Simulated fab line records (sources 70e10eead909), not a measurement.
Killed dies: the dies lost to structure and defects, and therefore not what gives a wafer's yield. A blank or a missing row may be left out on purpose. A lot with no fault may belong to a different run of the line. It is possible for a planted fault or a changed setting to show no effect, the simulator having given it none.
The tool behind it: which one? / flow nand harc / at 1 step of a route of 1302, 13 lots with 39 wafers sampled

WHAT THE GAUGES SHOWED, per wafer
NHARC_A_CHANNEL_HOLE_D1_CD_MEAS_18.
lot=L856; measured=day 9 06:31; on=cd sem-03; cd nm (nm)=103.3 102.3 102.0
lot=L857; measured=day 9 08:38; on=cd sem-02; cd nm (nm)=96.5 103.6 95.5
lot=L858; measured=day 9 19:33; on=cd sem-03; cd nm (nm)=97.9 100.5 97.5
lot=L859; measured=day 10 09:58; on=cd sem-02; cd nm (nm)=100.3 102.2 99.0
lot=L861; measured=day 11 10:01; on=cd sem-03; cd nm (nm)=102.1 94.4 98.9
lot=L862; measured=day 11 10:28; on=cd sem-03; cd nm (nm)=97.0 94.6 97.4
lot=L864; measured=day 12 02:54; on=cd sem-02; cd nm (nm)=97.7 100.4 100.3
lot=L865; measured=day 12 19:54; on=cd sem-01; cd nm (nm)=98.4 97.9 96.7
lot=L866; measured=day 13 00:35; on=cd sem-01; cd nm (nm)=101.5 97.4 102.5
lot=L870; measured=day 15 00:29; on=cd sem-03; cd nm (nm)=101.0 102.4 96.2
lot=L872; measured=day 15 18:40; on=cd sem-01; cd nm (nm)=98.1 96.7 100.5
lot=L875; measured=day 17 05:10; on=cd sem-02; cd nm (nm)=100.2 101.0 99.3
lot=L877; measured=day 17 18:31; on=cd sem-02; cd nm (nm)=103.7 100.9 106.3

TOOL THAT RAN EACH LOT (tool first, then ch and the chambers of the sampled wafers, then the start)
Before these readings, the record contains no process step.

AS READ BY THE TOOLS THEMSELVES (means over the sampled wafers that have a number; for cases with no such wafer, the mark the record gives instead)
The record holds no such reading with a usual standard deviation.

THE ANSWER, worked out from the rows above alone
Rule: usual is defined by the lots themselves. The widest of any qualifying gaps counts: lots, ordered by their means at a reading, are off when they make up no more than a third of the lots, leave a main group of 4 or more, and stand apart from it by 3 or more times the standard deviation of that group's means. A main group whose means are all the same, to the digits that the tables above print for the reading, isn't used. A lot without any number at a reading at which 4 lots or more have one is off too. Where the step has rows for the other lots, those lots are counted as sound. Order of review: gauges by route order, followed by the tools' own readings, for which a lot's mean as printed above is used. The first step at which some lot is off is used, and at that step the reading that is off furthest; a lot without a number counts as furthest.
No lot is off at any reading shown: from this, nothing can be told.

WHAT WAS PUT IN BY THE SIMULATOR
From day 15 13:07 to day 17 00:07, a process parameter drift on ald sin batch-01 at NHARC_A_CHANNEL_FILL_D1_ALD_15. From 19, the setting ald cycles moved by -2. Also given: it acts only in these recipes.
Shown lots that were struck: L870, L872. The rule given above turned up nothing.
